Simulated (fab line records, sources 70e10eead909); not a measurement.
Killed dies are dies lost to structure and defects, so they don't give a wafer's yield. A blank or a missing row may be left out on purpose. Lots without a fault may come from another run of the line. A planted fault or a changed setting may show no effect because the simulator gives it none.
Which tool did it? | flow nand_harc | 14 lots, 42 wafers sampled, at 4 steps of a route of 1159

WHAT THE GAUGES READ, wafer by wafer
The record holds no reading of a measuring or inspecting step that can be judged against a usual standard deviation.

WHICH TOOL RAN EACH LOT (tool, then ch and the chambers of the sampled wafers, then the start)
lot  | NHARC_A_SGD_CUT_ETCH_15                       | NHARC_A_SGD_CUT_ETCHBACK_24        | NHARC_A_SLIT_ETCH_29               | NHARC_A_WL_FILL_RTA_01
L321 | rie_diel-09 ch 0,3, day 14 05:12 or earlier   | rie_diel-09 ch 1,2, day 14 05:12   | rie_diel-07 ch 1,2,3, day 14 15:11 | rtp_anneal-02 ch 0, day 14 23:49
L320 | rie_diel-04 ch 0,2,3, day 14 05:13 or earlier | rie_diel-04 ch 1,2,3, day 14 05:13 | rie_diel-05 ch 1,2,3, day 14 16:14 | rtp_anneal-02 ch 0, day 15 00:17
L323 | rie_diel-04 ch 0,1,2, day 14 10:09 or earlier | rie_diel-06 ch 0,1,3, day 14 10:09 | rie_diel-07 ch 0,1,2, day 14 16:49 | rtp_anneal-01 ch 0, day 15 00:11
L322 | rie_diel-06 ch 1,2,3, day 14 14:44 or earlier | rie_diel-04 ch 0,2,3, day 14 14:44 | rie_diel-11 ch 1,2, day 14 21:35   | rtp_anneal-02 ch 0, day 15 06:14
L324 | rie_diel-09 ch 1,2,3, day 14 14:44 or earlier | rie_diel-06 ch 2,3, day 14 14:44   | rie_diel-07 ch 0,2, day 14 21:19   | rtp_anneal-01 ch 0, day 15 06:05
L330 | rie_diel-09 ch 0,2, day 16 08:32 or earlier   | rie_diel-06 ch 0,3, day 16 08:32   | rie_diel-07 ch 0,2, day 16 20:34   | rtp_anneal-01 ch 0, day 17 05:08
L328 | rie_diel-06 ch 0,3, day 16 08:34 or earlier   | rie_diel-09 ch 1,3, day 16 08:34   | rie_diel-07 ch 0,1,2, day 16 22:26 | rtp_anneal-02 ch 0, day 17 05:38
L335 | rie_diel-06 ch 1,2, day 17 07:58 or earlier   | rie_diel-09 ch 0,2, day 17 07:58   | rie_diel-11 ch 1,2, day 17 20:37   | rtp_anneal-01 ch 0, day 18 03:19
L334 | rie_diel-04 ch 0,1,3, day 17 20:01 or earlier | rie_diel-06 ch 1,3, day 17 20:01   | rie_diel-11 ch 1,3, day 18 02:24   | rtp_anneal-01 ch 0, day 18 11:01
L336 | rie_diel-04 ch 1,3, day 18 03:30 or earlier   | rie_diel-09 ch 2,3, day 18 03:30   | rie_diel-11 ch 0,2, day 18 12:50   | rtp_anneal-01 ch 0, day 18 19:58
L337 | rie_diel-04 ch 0,1,2, day 18 03:29 or earlier | rie_diel-06 ch 0,2,3, day 18 03:29 | rie_diel-05 ch 0,1,3, day 18 11:10 | rtp_anneal-02 ch 0, day 18 19:49
L338 | rie_diel-04 ch 0,1,3, day 19 01:05 or earlier | rie_diel-06 ch 1,2,3, day 19 01:05 | rie_diel-05 ch 0,2,3, day 19 13:01 | rtp_anneal-02 ch 0, day 19 21:46
L342 | rie_diel-04 ch 1,2,3, day 19 17:05 or earlier | rie_diel-04 ch 1,2,3, day 19 17:05 | rie_diel-07 ch 0,1,3, day 19 23:34 | rtp_anneal-02 ch 0, day 20 07:56
L343 | rie_diel-06 ch 0,3, day 20 08:47 or earlier   | rie_diel-04 ch 0,2,3, day 20 08:47 | rie_diel-05 ch 0,1, day 20 17:49   | rtp_anneal-01 ch 0, day 21 03:19
- NHARC_A_SGD_CUT_ETCH_15: etches the open film in CH3F/O2, target depth 75 nm, time 64.3 s.
- NHARC_A_SGD_CUT_ETCHBACK_24: etches the open film in CH3F/O2, target depth 50 nm, time 92.857 s.
- NHARC_A_SLIT_ETCH_29: etches the open film in CF4/O2, target depth 100 nm, overetch 10 nm, time 55 s.
- NHARC_A_WL_FILL_RTA_01: time 5 s.

WHAT THE TOOLS THEMSELVES READ (means of the sampled wafers that have a number; where no wafer has one, the mark that the record gives instead)
NHARC_A_SGD_CUT_ETCH_15.
lot  | tool        | bias_w (W) | drypump_motor_current_A (A) | oes_product_au (a.u.) | rf_vpp_V (V) | run_length_s (s) | showerhead_plenum_p_Torr (Torr) | throttle_valve_pct (%)
L321 | rie_diel-09 | 100.20     | 5.5                         | 0.958                 | 264.2        | 85.8             | 2.50                            | 20.657
L320 | rie_diel-04 | 99.97      | 5.8                         | 0.971                 | 263.7        | 86.0             | 2.45                            | 20.671
L323 | rie_diel-04 | 99.97      | 5.8                         | 0.985                 | 264.2        | 85.9             | 2.46                            | 20.657
L322 | rie_diel-06 | 100.31     | 5.8                         | 0.978                 | 263.7        | 85.7             | 2.46                            | 20.662
L324 | rie_diel-09 | 100.10     | 5.9                         | 0.977                 | 263.2        | 85.4             | 2.43                            | 20.662
L330 | rie_diel-09 | 99.92      | 5.5                         | 0.927                 | 264.9        | 86.0             | 2.50                            | 20.664
L328 | rie_diel-06 | 100.05     | 5.1                         | 0.965                 | 263.3        | 85.8             | 2.40                            | 20.663
L335 | rie_diel-06 | 99.80      | 6.2                         | 0.973                 | 262.4        | 85.8             | 2.38                            | 20.661
L334 | rie_diel-04 | 100.21     | 5.9                         | 0.952                 | 261.8        | 86.1             | 2.35                            | 20.665
L336 | rie_diel-04 | 99.90      | 5.8                         | 0.984                 | 262.8        | 86.3             | 2.32                            | 20.669
L337 | rie_diel-04 | 100.06     | 5.9                         | 0.973                 | 264.4        | 85.8             | 2.46                            | 20.672
L338 | rie_diel-04 | 100.02     | 5.8                         | 0.953                 | 262.1        | 85.9             | 2.35                            | 20.664
L342 | rie_diel-04 | 99.85      | 5.8                         | 0.965                 | 263.5        | 85.9             | 2.43                            | 20.664
L343 | rie_diel-06 | 99.81      | 5.1                         | 0.954                 | 262.7        | 85.8             | 2.40                            | 20.665

NHARC_A_SGD_CUT_ETCHBACK_24.
lot  | tool        | bias_w (W) | drypump_motor_current_A (A) | oes_product_au (a.u.) | rf_vpp_V (V) | showerhead_plenum_p_Torr (Torr) | throttle_valve_pct (%)
L321 | rie_diel-09 | 99.81      | 6.0                         | 0.92                  | 245.6        | 2.49                            | 20.665
L320 | rie_diel-04 | 99.92      | 5.8                         | 0.93                  | 244.1        | 2.43                            | 20.660
L323 | rie_diel-06 | 99.78      | 5.3                         | 1.00                  | 244.6        | 2.47                            | 20.669
L322 | rie_diel-04 | 100.31     | 5.8                         | 0.99                  | 244.6        | 2.45                            | 20.666
L324 | rie_diel-06 | 99.84      | 5.6                         | 0.99                  | 244.0        | 2.48                            | 20.659
L330 | rie_diel-06 | 99.75      | 5.1                         | 1.00                  | 244.6        | 2.48                            | 20.671
L328 | rie_diel-09 | 99.59      | 6.1                         | 1.00                  | 244.1        | 2.44                            | 20.668
L335 | rie_diel-09 | 100.09     | 5.4                         | 1.00                  | 245.8        | 2.53                            | 20.667
L334 | rie_diel-06 | 99.86      | 5.3                         | 0.99                  | 245.5        | 2.55                            | 20.661
L336 | rie_diel-09 | 99.83      | 5.6                         | 0.97                  | 243.8        | 2.42                            | 20.657
L337 | rie_diel-06 | 100.37     | 5.6                         | 1.01                  | 243.1        | 2.40                            | 20.667
L338 | rie_diel-06 | 100.07     | 5.8                         | 1.01                  | 244.2        | 2.46                            | 20.672
L342 | rie_diel-04 | 99.90      | 5.8                         | 0.94                  | 243.6        | 2.43                            | 20.659
L343 | rie_diel-04 | 100.13     | 5.8                         | 1.00                  | 244.1        | 2.45                            | 20.661

NHARC_A_SLIT_ETCH_29.
lot  | tool        | bias_w (W) | drypump_motor_current_A (A) | oes_o_777_au (a.u.) | oes_product_au (a.u.) | rf_vpp_V (V) | run_length_s (s) | showerhead_plenum_p_Torr (Torr) | throttle_valve_pct (%)
L321 | rie_diel-07 | 100.1      | 5.9                         | 1.002               | 0.995                 | 197.6        | 76.7             | 1.33                            | 13.393
L320 | rie_diel-05 | 100.1      | 5.8                         | 1.000               | 0.997                 | 197.4        | 76.4             | 1.31                            | 13.405
L323 | rie_diel-07 | 100.3      | 5.6                         | 0.997               | 1.005                 | 197.1        | 76.6             | 1.33                            | 13.403
L322 | rie_diel-11 | 99.8       | 5.2                         | 0.998               | 0.987                 | 197.2        | 76.3             | 1.31                            | 13.402
L324 | rie_diel-07 | 99.8       | 5.9                         | 1.000               | 1.011                 | 198.3        | 76.1             | 1.36                            | 13.398
L330 | rie_diel-07 | 100.3      | 5.8                         | 0.998               | 1.015                 | 198.6        | 74.8             | 1.36                            | 13.398
L328 | rie_diel-07 | 100.2      | 5.6                         | 0.995               | 1.011                 | 196.9        | 73.5             | 1.33                            | 13.399
L335 | rie_diel-11 | 99.8       | 5.5                         | 0.999               | 0.997                 | 196.8        | 76.5             | 1.31                            | 13.403
L334 | rie_diel-11 | 100.1      | 6.2                         | 1.005               | 1.016                 | 196.2        | 76.1             | 1.29                            | 13.399
L336 | rie_diel-11 | 100.0      | 5.3                         | 1.000               | 0.989                 | 198.2        | 76.4             | 1.33                            | 13.390
L337 | rie_diel-05 | 100.0      | 5.7                         | 1.001               | 0.990                 | 197.3        | 76.1             | 1.30                            | 13.405
L338 | rie_diel-05 | 99.8       | 5.6                         | 1.003               | 0.997                 | 197.8        | 76.0             | 1.35                            | 13.400
L342 | rie_diel-07 | 100.1      | 5.7                         | 1.003               | 1.002                 | 197.9        | 76.7             | 1.32                            | 13.396
L343 | rie_diel-05 | 99.9       | 5.4                         | 1.004               | 0.997                 | 197.1        | 75.7             | 1.33                            | 13.392

NHARC_A_WL_FILL_RTA_01.
lot  | tool          | lamp_power_pct (%) | wafer_temp_C_max
L321 | rtp_anneal-02 | 31                 | 1003.5
L320 | rtp_anneal-02 | 31                 | 1003.1
L323 | rtp_anneal-01 | 25                 | 1005.3
L322 | rtp_anneal-02 | 31                 | 1003.5
L324 | rtp_anneal-01 | 25                 | 1006.3
L330 | rtp_anneal-01 | 25                 | 1005.1
L328 | rtp_anneal-02 | 31                 | 1003.8
L335 | rtp_anneal-01 | 25                 | 1005.1
L334 | rtp_anneal-01 | 25                 | 1005.4
L336 | rtp_anneal-01 | 25                 | 1004.9
L337 | rtp_anneal-02 | 31                 | 1003.2
L338 | rtp_anneal-02 | 31                 | 1003.7
L342 | rtp_anneal-02 | 31                 | 1002.5
L343 | rtp_anneal-01 | 25                 | 1004.2

THE ANSWER, worked out from the rows above alone
Rule: what is usual is taken from the lots themselves. Put in order of their means at a reading, lots are off if they are a third of the lots or fewer, leave a main group of 4 or more, and stand apart from it by a gap of 3 or more times the standard deviation of the main group's means; of several such gaps the widest counts. A main group whose means are all the same, to the digits that the tables above print for the reading, isn't used. A lot without any number at a reading at which 4 lots or more have one is off too. The other lots that the step has rows for count as sound. The gauges are gone through in route order, then the tools' own readings, and for those a lot's mean is taken as printed above. The first step at which some lot is off is used, and at that step the reading that is off furthest; a lot without a number counts as furthest.
Off: L330, L328, at NHARC_A_SLIT_ETCH_29 (run_length_s). The main group: mean 76.3 s, standard deviation 0.29.
A tool fits if, at that step or a process step before it, it ran every lot that is off, and no sound lot after the first of them. NHARC_A_SGD_CUT_ETCH_15 gives no start for some lots, so the hours and the order of its lots are those of NHARC_A_SGD_CUT_ETCHBACK_24. None of those tried fits.

WHAT THE SIMULATOR HAD PUT IN
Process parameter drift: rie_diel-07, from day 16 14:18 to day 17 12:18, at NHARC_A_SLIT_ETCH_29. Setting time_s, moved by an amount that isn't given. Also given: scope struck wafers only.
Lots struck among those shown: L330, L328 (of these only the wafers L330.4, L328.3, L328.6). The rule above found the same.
